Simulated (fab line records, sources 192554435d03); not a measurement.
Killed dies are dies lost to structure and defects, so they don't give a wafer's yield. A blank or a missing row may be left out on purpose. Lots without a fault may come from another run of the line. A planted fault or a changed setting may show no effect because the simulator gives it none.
fab line records | flow n5_finfet
record lots=8 wafers=24 last_day=17
route steps=1938 shown BEOL_M4@1111 BEOL_M6@1227 PASSIVATION@1936
lots that met no fault: from a run of the same line without faults
start_h: hours from the record's first day to the start of the lot's first wafer shown | wait_h: hours since the lot's step before | " the same as in the row above | L1.1+2: a row that stands for several wafers | - no value, or no start given | * or withheld: withheld | < > ~ a bound
route shown NAME@n: a module of which the file shows steps, and the number in the route of the first | usual: mean/standard deviation of fault-free wafers | same: alike in all rows | chamber/n: place in a boat | sites: the reading at each site | _std_site: their standard deviation | _edge_site: outer sites' mean less inner sites' | radius_mm: how far each site lies from the wafer's centre | mask NAME#n: copy n | behind: the tool/chamber that last shaped the wafer | hold: why the lot was held/for how many hours/how that ended | device: the transistor (n, p or np) that didn't switch | end of line: the same wafers' tests at the end of the route | a step without rows: its recipe alone | killed: dies lost to structure and defects at the first sort, not the wafer's yield | map: a wafer's dies, x killed, . not, _ none there
set.NAME: the setting as run; set.NAME@STEP: as run at that earlier step | model.NAME: the simulator's own value behind a step, which no gauge read
steps of the route over a sample of lots; a table a step, a row a wafer
services: from which hour (start_h, from the record's first day; less than 0 if before it) a tool's chamber was out of use, for how many hours, and why
## steps
# step N5_BEOL_M4_RC_MEAS_101
# usual DIBL_N=36.2/1.7 DIBL_P=36.6/1.9 IOFF_N=0.16/0.032 IOFF_P=0.21/0.037 ION_N=675/12 ION_P=460/8.1 SS_N=71.4/0.58 SS_P=73.4/0.64 VT_N=249/3.2 VT_P=-252/3.4
# columns lot.wafer tool chamber start_h wait_h DIBL_N[mV/V] DIBL_P[mV/V] IOFF_N[nA/um] IOFF_P[nA/um] ION_N[uA/um] ION_P[uA/um] SS_N[mV/dec] SS_P[mV/dec] VT_N[mV] VT_P[mV]
L343.1 prober-02 0 169.36 0.0 36.7 37.2 0.17 0.23 665 465 71.8 73.2 250 -248
L343.4 " 0 " " 36.4 37.7 0.16 0.23 687 468 72.2 73.8 250 -247
L343.6 " 0 " " 33.9 34.4 0.13 0.18 668 465 71.1 72.9 252 -250
L354.1 prober-02 0 242.03 0.0 34.1 33.4 0.13 0.16 667 456 70.7 72.5 249 -254
L354.2 " 0 " " 35.5 35.1 0.15 0.18 677 463 71.3 73.8 253 -253
L354.4 " 0 " " 35.3 35.6 0.15 0.18 671 461 71.5 73.5 252 -254
L355.2 prober-02 0 245.13 0.2 36.2 37.0 0.16 0.20 672 453 71.1 73.1 247 -253
L355.4 " 0 " " 33.7 33.3 0.12 0.15 665 450 71.1 72.2 252 -254
L355.5 " 0 " " 36.9 37.8 0.18 0.22 673 460 71.8 73.6 248 -251
L356.3 prober-02 0 247.01 0.3 38.6 41.4 0.21 0.26 679 467 72.2 74.4 246 -249
L356.4 " 0 " " 34.5 36.3 0.13 0.18 668 460 71.0 72.3 253 -252
L356.5 " 0 " " 37.6 40.2 0.18 0.23 681 464 71.9 73.9 247 -254
L357.1 prober-01 0 249.09 0.0 35.3 37.0 0.17 0.18 685 454 71.2 73.0 249 -258
L357.2 " 0 " " 33.8 34.9 0.14 0.15 671 444 71.3 73.1 250 -260
L357.6 " 0 " " 33.4 34.9 0.13 0.15 654 442 70.9 72.6 250 -259
L358.1 prober-01 0 265.51 0.0 35.6 36.4 0.15 0.20 665 455 71.0 73.4 251 -249
L358.4 " 0 " " 37.8 38.3 0.20 0.23 670 455 72.0 73.8 246 -251
L358.5 " 0 " " 35.9 36.5 0.15 0.21 678 462 71.7 73.6 251 -252
L360.1 prober-01 0 267.66 0.0 34.6 34.0 0.14 0.15 679 461 70.6 73.0 249 -256
L360.2 " 0 " " 36.3 37.4 0.16 0.19 667 451 71.6 73.7 250 -254
L360.5 " 0 " " 36.0 36.6 0.15 0.17 680 455 72.1 73.5 250 -256
L365.1 prober-02 0 296.75 0.0 37.0 35.9 0.16 0.21 680 465 71.2 72.9 249 -253
L365.2 " 0 " " 35.7 34.2 0.13 0.19 666 460 69.8 72.2 254 -250
L365.5 " 0 " " 37.2 37.3 0.17 0.23 684 469 71.0 73.9 249 -247
# step N5_BEOL_M6_CD_MEAS_28
# recipe target_cd_nm=40 landing_energy_ev=500 detector=se_inlens
# usual cd_nm=39.93/0.24
# same landing_energy_ev=500
# columns lot.wafer tool chamber start_h wait_h cd_nm
L343.1 cd_sem-01 0 186.84 - 40.12
L343.4 " 0 " " 39.72
L343.6 " 0 " " 40.07
L354.1 cd_sem-03 0 257.77 - 40.05
L354.2 " 0 " " 39.75
L354.4 " 0 " " 40.12
L355.2 cd_sem-02 0 262.24 - 39.99
L355.4 " 0 " " 39.61
L355.5 " 0 " " 40.03
L356.3 cd_sem-01 0 262.29 - 39.99
L356.4 " 0 " " 40.28
L356.5 " 0 " " 40.40
L357.1 cd_sem-02 0 266.03 - 40.25
L357.2 " 0 " " 39.57
L357.6 " 0 " " 39.57
L358.1 cd_sem-01 0 280.61 - 40.35
L358.4 " 0 " " 40.22
L358.5 " 0 " " 39.90
L360.1 cd_sem-02 0 284.78 - 39.86
L360.2 " 0 " " 40.47
L360.5 " 0 " " 40.32
L365.1 cd_sem-03 0 313.63 - 39.82
L365.2 " 0 " " 39.46
L365.5 " 0 " " 39.97
# step N5_BEOL_M6_INSPECT_30
# recipe mode=adi inspect_instrument=brightfield
# usual raw_defect_count=461/110
# columns lot.wafer tool chamber start_h wait_h raw_defect_count
L343.1 defect_inspect-01 - 186.93 0.1 615
L343.4 " - " " 452
L343.6 " - " " 815
L354.1 defect_inspect-02 - 257.86 0.1 468
L354.2 " - " " 447
L354.4 " - " " 544
L355.2 defect_inspect-02 - 262.33 0.0 354
L355.4 " - " " 637
L355.5 " - " " 499
L356.3 defect_inspect-01 - 262.38 0.0 625
L356.4 " - " " 731
L356.5 " - " " 592
L357.1 defect_inspect-01 - 266.12 0.1 408
L357.2 " - " " 341
L357.6 " - " " 426
L358.1 defect_inspect-02 - 280.69 0.1 406
L358.4 " - " " 397
L358.5 " - " " 426
L360.1 defect_inspect-02 - 284.87 0.1 476
L360.2 " - " " 671
L360.5 " - " " 521
L365.1 defect_inspect-01 - 313.72 0.1 462
L365.2 " - " " 393
L365.5 " - " " 420
# step N5_BEOL_M6_ETCH_65
# recipe chemistry=CF4 target=SiARC target_depth_a=156 mask_material=CAR-EUV time_s=26 ion_energy_ev=80 pressure_mtorr=40 source_w=545 bias_w=36 Ar_flow_sccm=100 cf4_flow_sccm=100 ends=cleared
# usual bias_w=35.98/0.11 cf4_flow_sccm=100.01/0.28 drypump_motor_current_A=5.6/0.51 etch_rf_on_time_s=26.1/0.76 oes_product_au=0.67/0.067 rf_vpp_V=184.2/1.3 showerhead_plenum_p_Torr=2.15/0.085 throttle_valve_pct=15.65/0.22
# columns lot.wafer tool chamber start_h wait_h bias_w cf4_flow_sccm drypump_motor_current_A etch_rf_on_time_s oes_product_au rf_hours_counter_h rf_vpp_V showerhead_plenum_p_Torr throttle_valve_pct
L343.1 rie_diel-04 2 187.02 0.0 35.58 100.07 6.3 25.3 0.73 58 183.0 2.09 15.76
L343.4 " 1 " " 35.92 99.81 5.8 26.4 0.64 181 181.9 2.04 15.46
L343.6 " 2 " " 35.79 100.09 6.3 25.3 0.74 - 184.5 2.09 15.75
L354.1 rie_diel-04 2 257.95 0.0 - - - - - - - - -
L354.2 " 1 " " - - - - - - - - -
L354.4 " 3 " " - - - - - - - - -
L355.2 rie_diel-05 3 262.42 0.0 - - - - - - - - -
L355.4 " 0 " " - - - - - - - - -
L355.5 " 0 " " - - - - - - - - -
L356.3 rie_diel-04 3 262.66 0.0 - - - - - - - - -
L356.4 " 1 " " - - - - - - - - -
L356.5 " 1 " " - - - - - - - - -
L357.1 rie_diel-04 0 266.20 0.0 35.98 99.67 5.7 27.5 0.56 243 184.7 2.19 15.71
L357.2 " 1 " " 36.10 100.23 5.9 26.9 0.61 209 182.6 2.03 15.52
L357.6 " 3 " " 35.93 99.65 5.1 26.0 0.63 - 183.9 2.14 15.82
L358.1 rie_diel-04 0 280.78 0.0 36.09 100.05 5.7 27.1 0.57 248 183.9 2.19 15.71
L358.4 " 3 " " 36.21 99.37 5.1 25.6 0.63 162 184.0 2.14 15.82
L358.5 " 1 " " 35.96 99.94 5.9 26.5 0.61 - 184.1 2.03 15.54
L360.1 rie_diel-05 2 284.95 0.0 35.74 99.82 5.4 27.4 0.69 90 184.8 2.23 15.39
L360.2 " 3 " " 35.75 99.35 6.4 26.5 0.79 13 186.1 2.28 15.31
L360.5 " 2 " " 35.89 100.25 5.4 27.2 0.69 - 186.2 2.23 15.40
L365.1 rie_diel-05 2 313.80 0.0 35.97 100.07 5.3 27.5 0.66 100 185.8 2.23 15.42
L365.2 " 3 " " 36.11 99.81 6.4 26.8 0.77 23 184.7 2.27 15.33
L365.5 " 2 " " 36.11 99.50 5.3 27.7 0.68 - 185.1 2.23 15.40
# step N5_BEOL_M6_ETCH_66
# recipe chemistry=N2/H2 target=SOC target_depth_a=800 overetch_a=160 mask_material=SiARC temp_c=40 time_s=120 ion_energy_ev=200 pressure_mtorr=30 source_w=840 bias_w=150 n2_flow_sccm=200 h2_flow_sccm=200
# usual bias_w=150.0/0.42 chamber_pressure_mTorr=29.998/0.03 drypump_motor_current_A=5.6/0.51 n2_flow_sccm=200.1/0.5 oes_product_au=0.60/0.058 rf_vpp_V=524/3.1 showerhead_plenum_p_Torr=2.55/0.11 throttle_valve_pct=17.87/0.18
# columns lot.wafer tool chamber start_h wait_h bias_w chamber_pressure_mTorr drypump_motor_current_A n2_flow_sccm oes_product_au rf_hours_counter_h rf_vpp_V showerhead_plenum_p_Torr throttle_valve_pct
L343.1 rie_diel-04 2 187.05 0.0 149.7 30.026 6.3 199.8 0.65 58 522 2.48 17.93
L343.4 " 1 " " 150.5 29.993 5.9 200.0 0.57 181 521 2.44 17.79
L343.6 " 2 " " 150.1 30.015 6.3 199.5 0.65 - 522 2.48 17.92
L354.1 rie_diel-04 2 257.98 0.0 150.3 29.981 6.3 200.4 0.31 84 522 2.47 17.93
L354.2 " 1 " " 149.7 30.089 5.9 199.9 0.27 207 519 2.43 17.80
L354.4 " 3 " " 149.4 30.022 5.1 199.2 0.28 154 525 2.53 17.87
L355.2 rie_diel-05 3 262.44 0.0 150.4 29.998 6.4 199.6 0.36 5 529 2.70 17.44
L355.4 " 0 " " 149.0 30.039 5.8 199.9 0.27 153 528 2.64 18.02
L355.5 " 0 " " 149.9 29.966 5.9 200.3 0.27 - 527 2.64 17.99
L356.3 rie_diel-04 3 262.69 0.0 149.6 29.986 5.0 200.0 0.28 155 524 2.53 17.88
L356.4 " 1 " " 150.1 29.977 5.9 199.9 0.27 208 521 2.43 17.79
L356.5 " 1 " " 150.5 29.984 5.9 199.1 0.27 - 521 2.43 17.80
L357.1 rie_diel-04 0 266.23 0.0 150.1 30.020 5.8 200.5 0.52 243 526 2.61 18.07
L357.2 " 1 " " 149.8 30.029 5.9 199.0 0.56 209 520 2.43 17.84
L357.6 " 3 " " 149.8 30.012 5.1 200.8 0.57 - 524 2.53 17.93
L358.1 rie_diel-04 0 280.81 0.0 149.9 30.019 5.7 200.3 0.52 248 525 2.61 18.06
L358.4 " 3 " " 149.9 30.019 5.0 200.3 0.57 162 523 2.53 17.94
L358.5 " 1 " " 150.2 29.945 5.9 199.6 0.55 - 520 2.43 17.86
L360.1 rie_diel-05 2 284.98 0.0 149.8 29.996 5.4 200.3 0.64 90 526 2.69 17.75
L360.2 " 3 " " 150.0 29.957 6.4 199.9 0.71 13 529 2.70 17.50
L360.5 " 2 " " 149.5 30.001 5.3 199.6 0.63 - 528 2.69 17.77
L365.1 rie_diel-05 2 313.83 0.0 150.3 30.001 5.4 200.2 0.63 100 528 2.69 17.79
L365.2 " 3 " " 150.1 29.977 6.4 199.5 0.70 23 528 2.69 17.54
L365.5 " 2 " " 149.7 30.019 5.4 199.0 0.63 - 527 2.69 17.79
# step N5_BEOL_M6_ETCH_41
# recipe chemistry=CH3F/O2 target=SiCN target_depth_a=297 taper_deg=2 time_s=52 ion_energy_ev=120 mask_material=TiN pressure_mtorr=30 source_w=395 bias_w=75 Ar_flow_sccm=150 CH3F_flow_sccm=30 O2_flow_sccm=20
# usual CH3F_flow_sccm=30.00/0.089 O2_flow_sccm=19.99/0.061 bias_w=74.99/0.23 drypump_motor_current_A=5.6/0.51 oes_product_au=0.78/0.08 rf_vpp_V=297.5/1.9 showerhead_plenum_p_Torr=2.01/0.084 throttle_valve_pct=16.37/0.23
# columns lot.wafer tool chamber start_h wait_h CH3F_flow_sccm O2_flow_sccm bias_w drypump_motor_current_A oes_product_au rf_hours_counter_h rf_vpp_V showerhead_plenum_p_Torr throttle_valve_pct
L343.1 rie_diel-04 2 - - 30.09 19.99 74.81 6.3 0.85 59 295.7 1.96 16.55
L343.4 " 1 " " 29.88 20.04 74.98 5.8 0.74 181 296.0 1.89 16.13
L343.6 " 2 " " 30.03 19.96 75.34 6.3 0.85 - 296.3 1.96 16.55
L354.1 rie_diel-04 2 - - 30.12 20.02 74.72 6.3 0.81 84 297.0 1.96 16.58
L354.2 " 1 " " 29.98 20.04 75.07 5.8 0.71 207 295.1 1.88 16.20
L354.4 " 3 " " 29.95 19.99 74.90 5.1 0.74 154 297.3 2.01 16.55
L355.2 rie_diel-05 3 - - 29.98 20.07 75.09 6.3 0.95 6 299.5 2.13 15.98
L355.4 " 0 " " 30.09 20.06 74.89 5.9 0.75 153 299.9 2.10 16.69
L355.5 " 0 " " 30.08 20.08 75.04 5.8 0.74 - 298.3 2.10 16.69
L356.3 rie_diel-04 3 - - 29.85 20.15 74.97 5.1 0.73 155 296.1 2.01 16.55
L356.4 " 1 " " 30.02 20.03 74.81 5.8 0.71 208 295.1 1.88 16.18
L356.5 " 1 " " 29.92 20.01 74.88 5.8 0.71 - 295.0 1.88 16.20
L357.1 rie_diel-04 0 - - 29.90 20.06 74.98 5.8 0.66 243 298.6 2.06 16.46
L357.2 " 1 " " 29.91 19.85 75.00 5.9 0.72 209 294.9 1.88 16.19
L357.6 " 3 " " 29.99 20.04 74.48 5.0 0.73 - 297.9 2.01 16.56
L358.1 rie_diel-04 0 - - 30.06 19.85 75.04 5.7 0.65 248 297.9 2.06 16.46
L358.4 " 3 " " 29.99 19.86 75.03 5.0 0.73 162 297.2 2.00 16.56
L358.5 " 1 " " 30.06 20.07 74.90 5.8 0.72 - 295.4 1.88 16.20
L360.1 rie_diel-05 2 - - 30.03 19.97 75.03 5.3 0.81 90 299.2 2.08 16.07
L360.2 " 3 " " 29.92 20.00 74.92 6.4 0.93 13 300.6 2.13 15.99
L360.5 " 2 " " 29.97 19.98 75.00 5.4 0.80 - 300.6 2.08 16.06
L365.1 rie_diel-05 2 - - 29.85 20.01 75.02 5.4 0.80 100 299.8 2.08 16.08
L365.2 " 3 " " 30.09 20.08 74.82 6.4 0.90 23 299.5 2.13 16.03
L365.5 " 2 " " 29.99 20.06 75.28 5.3 0.80 - 299.9 2.08 16.08
# step N5_PASSIVATION_PROBE_49
# usual defect_limited_yield=91.3/1.5 killed_at_M0_to_M3=35/10 killed_at_M4_up=12/4.6 killed_at_contacts=13/6.6 killed_at_front_end=39/11 killed_at_other=4/3.4 killed_dies=103/17 killed_on_rim=14/4.1 killed_open=67/13 killed_short=35/8.2 sort_bin_5_function=5.1/0.94 sort_bin_6_memory=3.2/0.7 sort_bin_8_speed=0.00/0.03 sort_n_pass=1077/17 sort_yield_pct=91.3/1.5
# same gross_dies=1180 killed_at_back_side=0 sort_bin_4_leakage[%]=0
# columns lot.wafer tool chamber start_h wait_h defect_limited_yield[%] killed_at_M0_to_M3 killed_at_M4_up killed_at_contacts killed_at_front_end killed_at_other killed_dies killed_on_rim killed_open killed_short sort_bin_5_function[%] sort_bin_6_memory[%] sort_bin_8_speed[%] sort_n_pass sort_yield_pct[%]
L354.1 prober-01 - 337.50 0.0 0 34 1065 13 65 3 1180 152 69 53 95.7 3.6 0 0 0
L354.2 prober-01 - 337.55 0.1 0 37 1069 13 53 8 1180 152 85 33 95.2 4.7 0 0 0
L354.4 prober-01 - 337.65 0.2 0 45 1033 8 91 3 1180 152 115 44 94.2 5.3 0 0 0
L355.2 prober-01 - 343.01 0.1 0 22 1108 5 41 4 1180 152 64 24 97.3 2.3 0 0 0
L355.4 prober-01 - 343.11 0.2 0 28 1086 13 43 10 1180 152 82 27 95.9 3.7 0 0 0
L355.5 prober-01 - 343.16 0.2 0 26 1093 13 45 3 1180 152 60 36 96.6 3.1 0 0 0
L356.3 prober-02 - 347.17 0.1 0 32 1085 16 44 3 1180 152 64 45 96.6 3.1 0 0 0
L356.4 prober-02 - 347.22 0.2 0 22 1097 17 44 0 1180 152 65 31 96.8 3.1 0 0 0
L356.5 prober-02 - 347.27 0.2 0 40 1082 9 47 2 1180 152 52 52 96.6 2.8 0 0 0
# killed by level:class
L354.1 BEOL_M6:area_etch=1056 FIN_SAQP:geometric_particle:short=19 STI_FIN_REVEAL:geometric_particle:open=15 MOL_CONTACT_COAG:geometric_particle:open=11 BEOL_M3:geometric_particle:open=9 FIN_SAQP:geometric_particle:open=6 BEOL_M0_SAQP:geometric_particle:short=6 GATE_CUT:geometric_particle:short=6
L354.2 BEOL_M6:area_etch=1060 STI_FIN_REVEAL:geometric_particle:open=11 MOL_CONTACT_COAG:geometric_particle:open=11 BEOL_M3:geometric_particle:open=11 FIN_SAQP:geometric_particle:open=9 DUMMY_GATE:geometric_particle:open=8 FIN_SAQP:geometric_particle:short=7 BEOL_M1:geometric_particle:open=5
L354.4 BEOL_M6:area_etch=1020 STI_FIN_REVEAL:geometric_particle:open=37 FIN_SAQP:geometric_particle:open=24 STI_FIN_REVEAL:geometric_particle:short=14 BEOL_M3:geometric_particle:open=10 BEOL_M0_SAQP:geometric_particle:short=9 BEOL_M0_SAQP:geometric_particle:open=8 MOL_CONTACT_COAG:geometric_particle:open=6
L355.2 BEOL_M6:area_etch=1091 FIN_SAQP:geometric_particle:open=13 STI_FIN_REVEAL:geometric_particle:open=7 BEOL_M3:geometric_particle:open=7 BEOL_M2:geometric_particle:open=6 BEOL_M4:geometric_particle:open=6 FIN_SAQP:geometric_particle:short=5 DUMMY_GATE:geometric_particle:open=4
L355.4 BEOL_M6:area_etch=1070 FIN_SAQP:geometric_particle:open=17 MOL_CONTACT_COAG:geometric_particle:open=12 BEOL_M3:geometric_particle:open=8 FIN_SAQP:geometric_particle:short=6 BEOL_M2:geometric_particle:open=6 STI_FIN_REVEAL:geometric_particle:open=5 BEOL_M0_SAQP:geometric_particle:open=5
L355.5 BEOL_M6:area_etch=1084 FIN_SAQP:geometric_particle:open=14 MOL_CONTACT_COAG:geometric_particle:open=9 BEOL_M0_SAQP:geometric_particle:short=6 BEOL_M2:geometric_particle:open=6 FIN_SAQP:geometric_particle:short=5 BEOL_M0_SAQP:geometric_particle:open=5 STARTING-WAFER:geometric_particle:short=5
L356.3 BEOL_M6:area_etch=1070 FIN_SAQP:geometric_particle:short=14 MOL_CONTACT_COAG:geometric_particle:open=13 BEOL_M0_SAQP:geometric_particle:open=8 BEOL_M1:geometric_particle:open=8 BEOL_M0_SAQP:geometric_particle:short=7 BEOL_M4:geometric_particle:open=7 FIN_SAQP:geometric_particle:open=6
L356.4 BEOL_M6:area_etch=1083 MOL_CONTACT_COAG:geometric_particle:open=15 FIN_SAQP:geometric_particle:short=13 FIN_SAQP:geometric_particle:open=10 BEOL_M2:geometric_particle:open=8 GATE_CUT:geometric_particle:short=6 BEOL_M4:geometric_particle:open=5 BEOL_M7:geometric_particle:open=5
L356.5 BEOL_M6:area_etch=1075 FIN_SAQP:geometric_particle:short=19 BEOL_M0_SAQP:geometric_particle:short=17 FIN_SAQP:geometric_particle:open=12 BEOL_M0_SAQP:geometric_particle:open=8 MOL_CONTACT_COAG:geometric_particle:open=6 BEOL_M2:geometric_particle:open=6 GATE_CUT:geometric_particle:short=5
## services
# columns tool chamber start_h hours kind
rie_diel-04 - 164.74 4.3 pm
rie_diel-04 - 212.56 0.5 repair
rie_diel-05 0 213.29 4.7 repair
rie_diel-04 0 224.29 7.6 repair
rie_diel-05 3 226.40 - clean
rie_diel-05 3 226.40 - consumable_replace:focus_ring
rie_diel-05 3 226.40 - consumable_replace:showerhead
rie_diel-05 3 226.40 20.0 scheduled_down
rie_diel-05 3 226.40 20.0 vent_cycle
rie_diel-04 - 228.63 2.8 pm
rie_diel-04 0 292.44 - clean
rie_diel-04 0 292.44 - consumable_replace:focus_ring
rie_diel-04 0 292.44 17.5 scheduled_down
rie_diel-04 0 292.44 17.5 vent_cycle
## key
first_sign step=N5_BEOL_M6_ETCH_65 reading=tool_record direction=missing
effect step=N5_BEOL_M6_ETCH_66 reading=oes_product_au direction=down sigmas=5.3 usual=0.60 struck=0.29
effect step=N5_PASSIVATION_PROBE_49 reading=killed_at_M4_up direction=up sigmas=99+ usual=12 struck=1080
more_kills_born_at N5_BEOL_M6_ETCH_65@rie_diel-04=6364 N5_BEOL_M6_ETCH_65@rie_diel-05=3245
met_at N5_BEOL_M6_ETCH_65
struck_lots L354,L355,L356
later_rows_left_out L354.1,L354.2,L354.4,L355.2,L355.4,L355.5,L356.3,L356.4,L356.5
not_acting_at N5_BEOL_M6_CD_MEAS_28,N5_BEOL_M6_INSPECT_30,N5_BEOL_M6_ETCH_41
onset_between 187.02 257.95
fault kind=skipped_step_whole tool=rie_diel-04,rie_diel-05 chamber=- onset_h=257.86 steps=N5_BEOL_M6_ETCH_65 scope=struck_lots_only
# later_rows_left_out: the simulator's readings of these wafers behind a module that went badly wrong aren't trusted and aren't shown, but for the sort
